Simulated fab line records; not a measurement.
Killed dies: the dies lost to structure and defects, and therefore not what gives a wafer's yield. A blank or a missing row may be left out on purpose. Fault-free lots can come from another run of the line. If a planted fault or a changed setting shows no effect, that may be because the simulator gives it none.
Split-lot experiment | flow n5_finfet | on a route of 1938 steps: 7 lots, 21 wafers read

## ABOUT THE SPLIT
At N5_BEOL_M11_COAT_64 (time 60 s, resist thk 30 nm), the setting spin_rpm was moved away from the recipe's 1500 rpm on 3 of the 21 wafers read, by +5.5% to +10.5%. The other wafers ran this setting at the recipe's value.

## FROM THE SPLIT TO THE READING: what the file shows between them, 7 steps
- N5_BEOL_M11_COAT_22: resist thk 90 nm (also split here: spin_rpm)
- N5_BEOL_M11_EBR_24
- N5_BEOL_M11_SOFTBAKE_23: time 60 s
- N5_BEOL_M11_EXPOSE_25: exposes mask V10
- N5_BEOL_M11_PEB_26: peb time 60 s
- N5_BEOL_M11_DEVELOP_27: develop time 30 s
- N5_BEOL_M11_DESCUM_33: chemistry O2, time 7.9 s

## THE READING
etch.depth_nm (the simulator's own value, which no gauge read), in nm, at N5_BEOL_M11_ETCH_65 (etches SiARC in CF4, target depth 39 nm, time 65 s). The file gives no usual value for it. Across the 18 wafers here that went through the recipe, the average is 30.09 nm and the standard deviation 0.092 nm.

wafer  | tool, chamber at the split | spin_rpm as run, rpm | against the recipe | etch.depth_nm, nm | against lot-mates on the recipe
L075.1 | litho_track-02, 0          | 1657                 | +10.5%             | 28.54             | -1.37
L075.3 | litho_track-02, 0          | 1500                 | recipe             | 29.86             | -
L075.4 | litho_track-02, 0          | 1500                 | recipe             | 29.96             | -
L081.1 | litho_track-02, 0          | 1500                 | recipe             | 30.09             | -
L081.2 | litho_track-02, 0          | 1583                 | +5.5%              | 29.27             | -0.82
L081.6 | litho_track-02, 0          | 1583                 | +5.5%              | 29.3              | -0.79
L086.3 | litho_track-02, 0          | 1500                 | recipe             | 30.08             | -
L086.5 | litho_track-02, 0          | 1500                 | recipe             | 30.04             | -
L086.6 | litho_track-02, 0          | 1500                 | recipe             | 30.07             | -
L090.1 | litho_track-03, 0          | 1500                 | recipe             | 30.09             | -
L090.3 | litho_track-03, 0          | 1500                 | recipe             | 30.1              | -
L090.6 | litho_track-03, 0          | 1500                 | recipe             | 29.95             | -
L094.1 | litho_track-05, 0          | 1500                 | recipe             | 30.21             | -
L094.3 | litho_track-05, 0          | 1500                 | recipe             | 30.17             | -
L094.5 | litho_track-05, 0          | 1500                 | recipe             | 30.1              | -
L095.1 | litho_track-05, 0          | 1500                 | recipe             | 30.08             | -
L095.2 | litho_track-05, 0          | 1500                 | recipe             | 30.12             | -
L095.4 | litho_track-05, 0          | 1500                 | recipe             | 30.06             | -
L097.3 | litho_track-05, 0          | 1500                 | recipe             | 30.17             | -
L097.4 | litho_track-05, 0          | 1500                 | recipe             | 30.23             | -
L097.6 | litho_track-05, 0          | 1500                 | recipe             | 30.19             | -

FIT RESULTS
A straight line over all 21 wafers: etch.depth_nm changes by -0.147 nm for each +1% of spin_rpm; r = -0.98; the points scatter about the line by 0.089 nm.
The same after taking each lot's own level away (the mean of its wafers on the recipe; 21 wafers): -0.136 nm for each +1%; r = -0.99; scatter 0.045 nm.
On that fit, the largest move of spin_rpm shifts the reading by 1.4 nm.
From 29.910 to 30.197 nm: that is the span of the lots' own levels, equal to 3.1 times the standard deviation above.
The two slopes agree, so the slope changes little with the lot-to-lot level.
Check: -1.52 nm against its lot-mates is what the line predicts for one of the wafers moved furthest among these (+10.5%) when that wafer is left out of the fit. It came out at -1.37 nm against them.

## THE OTHER SPLITS THESE WAFERS WENT THROUGH
These wafers also went through other splits before the reading. Each is held against what the fit with the lots' levels taken away leaves over:
other split on the same wafers | wafers away from the commonest value | r with etch.depth_nm (lot level and that fit taken away)
N5_BEOL_M9_EXPOSE_08 dose_mj   | 9                                    | -0.35
N5_BEOL_M11_COAT_22 spin_rpm   | 6                                    | -0.19

## THE WHOLE CHAIN: every reading that the file lists as answering this split, in the file's order
step                | what it does                                       | reading                                                                           | change (the file's fit)               | r (the file's)
N5_BEOL_M11_COAT_64 | time 60 s, resist thk 30 nm                        | SiARC_of_BEOL_M11_COAT_64.thk_nm (the simulator's own value, which no gauge read) | -0.129 nm for each +1% of the setting | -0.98
N5_BEOL_M11_ETCH_65 | etches SiARC in CF4, target depth 39 nm, time 65 s | etch.depth_nm (the simulator's own value, which no gauge read)                    | -0.134 nm for each +1% of the setting | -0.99

## FILE'S OWN FIT
etch.depth_nm changes by -0.134 nm for each +1% of spin_rpm, r = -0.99.
